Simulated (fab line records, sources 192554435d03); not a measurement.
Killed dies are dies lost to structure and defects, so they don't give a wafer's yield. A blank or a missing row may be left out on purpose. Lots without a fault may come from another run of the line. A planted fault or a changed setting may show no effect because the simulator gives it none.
Which tool did it? | flow n5_finfet | 9 lots, 27 wafers sampled, at 5 steps of a route of 1938

WHAT THE GAUGES READ, wafer by wafer
N5_BEOL_M4_RC_MEAS_101.
lot  | measured     | on        | DIBL_N (mV/V)
L964 | day 7 15:56  | prober-01 | 40.9 39.8 36.5
L966 | day 8 23:30  | prober-01 | 36.3 35.8 38.5
L968 | day 9 10:52  | prober-02 | 33.9 37.5 35.4
L969 | day 10 02:00 | prober-02 | 32.7 34.2 35.7
L970 | day 9 23:12  | prober-01 | 35.3 35.7 32.9
L972 | day 10 05:17 | prober-01 | 37.1 38.0 40.5
L982 | day 12 22:46 | prober-01 | 37.1 35.1 37.7
L985 | day 14 04:22 | prober-01 | 36.3 36.6 35.2
L987 | day 14 06:26 | prober-01 | 37.2 37.9 39.3

WHICH TOOL RAN EACH LOT (tool, then ch and the chambers of the sampled wafers, then the start)
lot  | N5_GATE_CUT_ETCHBACK_00           | N5_GATE_CUT_ETCH_36                | N5_GATE_CUT_CUT_ETCH_55           | N5_GATE_CUT_VAPOR_ETCH_48
L964 | rie_metal-01 ch 0,1, day 4 11:51  | rie_diel-03 ch 1,3, day 4 15:59    | rie_metal-02 ch 0,1, day 4 16:26  | rie_metal-02 ch 0,1, day 4 16:30
L966 | rie_metal-03 ch 0,1, day 5 00:37  | rie_diel-03 ch 0,2,3, day 5 04:19  | rie_metal-03 ch 0,1, day 5 04:47  | rie_metal-03 ch 0,1, day 5 04:50
L968 | rie_metal-02 ch 0,1, day 5 11:00  | rie_diel-04 ch 0,1,3, day 5 14:44  | rie_metal-02 ch 0,1, day 5 15:12  | rie_metal-02 ch 0,1, day 5 15:16
L969 | rie_metal-02 ch 0,1, day 5 18:01  | rie_diel-02 ch 0,1,2, day 5 21:46  | rie_metal-03 ch 0,1, day 5 22:13  | rie_metal-03 ch 0,1, day 5 22:17
L970 | rie_metal-01 ch 0,1, day 5 20:36  | rie_diel-02 ch 0,1,2, day 6 00:43  | rie_metal-02 ch 1, day 6 01:10    | rie_metal-02 ch 1, day 6 01:14
L972 | rie_metal-01 ch 0,1, day 6 09:41  | rie_diel-02 ch 2,3, day 6 13:24    | rie_metal-02 ch 0,1, day 6 13:52  | rie_metal-02 ch 0,1, day 6 13:56
L982 | rie_metal-03 ch 0,1, day 8 20:13  | rie_diel-04 ch 1,2,3, day 9 00:34  | rie_metal-01 ch 0,1, day 9 01:01  | rie_metal-01 ch 0,1, day 9 01:05
L985 | rie_metal-02 ch 0,1, day 9 14:40  | rie_diel-04 ch 1,2,3, day 9 18:34  | rie_metal-01 ch 1, day 9 19:02    | rie_metal-01 ch 1, day 9 19:05
L987 | rie_metal-01 ch 0,1, day 10 03:38 | rie_diel-02 ch 0,2,3, day 10 07:40 | rie_metal-03 ch 0,1, day 10 08:08 | rie_metal-03 ch 0,1, day 10 08:11
- N5_GATE_CUT_ETCHBACK_00: etches W in SF6/Cl2.
- N5_GATE_CUT_ETCH_36: etches SiARC in CF4, target depth 13 nm, time 21.7 s.
- N5_GATE_CUT_CUT_ETCH_55: etches HfO2 in BCl3, target depth 3.2 nm.
- N5_GATE_CUT_VAPOR_ETCH_48: etches TiN in BCl3/Cl2.

THE ANSWER, worked out from the rows above alone
Rule: what is usual is taken from the lots themselves. Put in order of their means at a reading, lots are off if they are a third of the lots or fewer, leave a main group of 4 or more, and stand apart from it by a gap of 3 or more times the standard deviation of the main group's means; of several such gaps the widest counts. A main group whose means are all the same, to the digits that the tables above print for the reading, isn't used. A lot without any number at a reading at which 4 lots or more have one is off too. The other lots that the step has rows for count as sound.
No lot is off at any reading shown: from this, nothing can be told.

WHAT THE SIMULATOR HAD PUT IN
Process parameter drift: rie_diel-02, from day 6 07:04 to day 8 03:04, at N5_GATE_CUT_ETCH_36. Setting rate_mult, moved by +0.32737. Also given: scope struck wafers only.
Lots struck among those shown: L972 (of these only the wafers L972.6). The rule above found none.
